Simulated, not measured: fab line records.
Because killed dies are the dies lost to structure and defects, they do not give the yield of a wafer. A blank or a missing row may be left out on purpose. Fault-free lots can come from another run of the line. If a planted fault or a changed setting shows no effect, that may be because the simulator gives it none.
The tool behind it: which one? | flow n5 finfet | 10 lots with 30 wafers sampled at 5 steps, on a route of 1938 steps

WHAT EACH GAUGE READ, for each wafer
N5_BEOL_M4_RC_MEAS_101.
lot  | measured     | on        | SS_P (mV/dec)
L357 | day 7 14:26  | prober-02 | 72.9 73.6 72.6
L359 | day 7 20:34  | prober-02 | 73.6 72.9 73.7
L360 | day 8 20:08  | prober-01 | 73.4 72.7 72.9
L362 | day 9 14:22  | prober-02 | 73.7 74.1 73.3
L363 | day 10 00:17 | prober-02 | 77.8 74.0 77.9
L364 | day 10 17:09 | prober-01 | 72.9 73.5 81.0
L365 | day 10 17:23 | prober-02 | 78.5 73.4 73.4
L368 | day 11 13:34 | prober-01 | 73.1 73.8 73.3
L372 | day 12 01:39 | prober-01 | 74.1 73.7 73.1
L379 | day 14 17:31 | prober-02 | 73.0 73.5 73.9

TOOL THAT RAN EACH LOT (tool first, then ch and the chambers of the sampled wafers, then the start)
lot  | N5_SD_EPI_P_SD_RECESS_17        | N5_BEOL_M4_ANNEAL_80         | N5_BEOL_M4_ANNEAL_89         | N5_BEOL_M4_SPUTTER_94
L357 | rie si-03 ch 0,1,3, day 3 09:39 | pvd sputter-01, day 7 09:35  | pvd sputter-01, day 7 10:55  | pvd sputter-01, day 7 12:04
L359 | rie si-05 ch 1,2, day 3 18:12   | pvd sputter-03, day 7 17:52  | pvd sputter-03, day 7 18:31  | pvd sputter-03, day 7 19:06
L360 | rie si-05 ch 0,2,3, day 4 02:18 | pvd sputter-02, day 8 17:07  | pvd sputter-02, day 8 17:47  | pvd sputter-02, day 8 18:22
L362 | rie si-05 ch 1,2,3, day 4 14:02 | pvd sputter-01, day 9 10:05  | pvd sputter-01, day 9 11:25  | pvd sputter-01, day 9 12:34
L363 | rie si-05 ch 0,1,2, day 4 21:43 | pvd sputter-03, day 9 21:33  | pvd sputter-03, day 9 22:13  | pvd sputter-03, day 9 22:47
L364 | rie si-05 ch 1,2, day 5 01:41   | pvd sputter-02, day 10 14:17 | pvd sputter-02, day 10 14:56 | pvd sputter-02, day 10 15:31
L365 | rie si-05 ch 1,2,3, day 5 05:31 | pvd sputter-03, day 10 14:31 | pvd sputter-03, day 10 15:10 | pvd sputter-03, day 10 15:45
L368 | rie si-03 ch 0,2,3, day 5 22:39 | pvd sputter-03, day 11 10:58 | pvd sputter-03, day 11 11:38 | pvd sputter-03, day 11 12:13
L372 | rie si-04 ch 1,2, day 7 01:14   | pvd sputter-02, day 11 22:32 | pvd sputter-02, day 11 23:12 | pvd sputter-02, day 11 23:47
L379 | rie si-05 ch 2,3, day 9 01:04   | pvd sputter-03, day 14 14:32 | pvd sputter-03, day 14 15:11 | pvd sputter-03, day 14 15:44
- N5_SD_EPI_P_SD_RECESS_17: chemistry HBr/Cl2/O2, target depth 39.1 nm, bt time 3 s.
- N5_BEOL_M4_ANNEAL_80: time 240 s.
- N5_BEOL_M4_ANNEAL_89: time 240 s.
- N5_BEOL_M4_SPUTTER_94: material Cu, target thk 4.5 nm, time 8.29 s.

THE ANSWER, worked out from the rows above alone
Rule: what is usual is taken from the lots themselves. Put in order of their means at a reading, lots are off if they are a third of the lots or fewer, leave a main group of 4 or more, and stand apart from it by a gap of 3 or more times the standard deviation of the main group's means; of several such gaps the widest counts. A main group whose means are all the same, to the digits that the tables above print for the reading, isn't used. A lot without any number at a reading at which 4 lots or more have one is off too. The other lots that the step has rows for count as sound.
Off: at N5_BEOL_M4_RC_MEAS_101 (SS_P), L363, L364, L365. The main group: mean 73.4 mV/dec, standard deviation 0.25.
A tool fits if, at a process step before that reading, it ran every lot that is off, and no sound lot after the first of them. Gauges at N5_BEOL_M4_RC_MEAS_101: tried the same way as those tools. Not one of the candidates tried fits.

WHAT WAS PUT IN BY THE SIMULATOR
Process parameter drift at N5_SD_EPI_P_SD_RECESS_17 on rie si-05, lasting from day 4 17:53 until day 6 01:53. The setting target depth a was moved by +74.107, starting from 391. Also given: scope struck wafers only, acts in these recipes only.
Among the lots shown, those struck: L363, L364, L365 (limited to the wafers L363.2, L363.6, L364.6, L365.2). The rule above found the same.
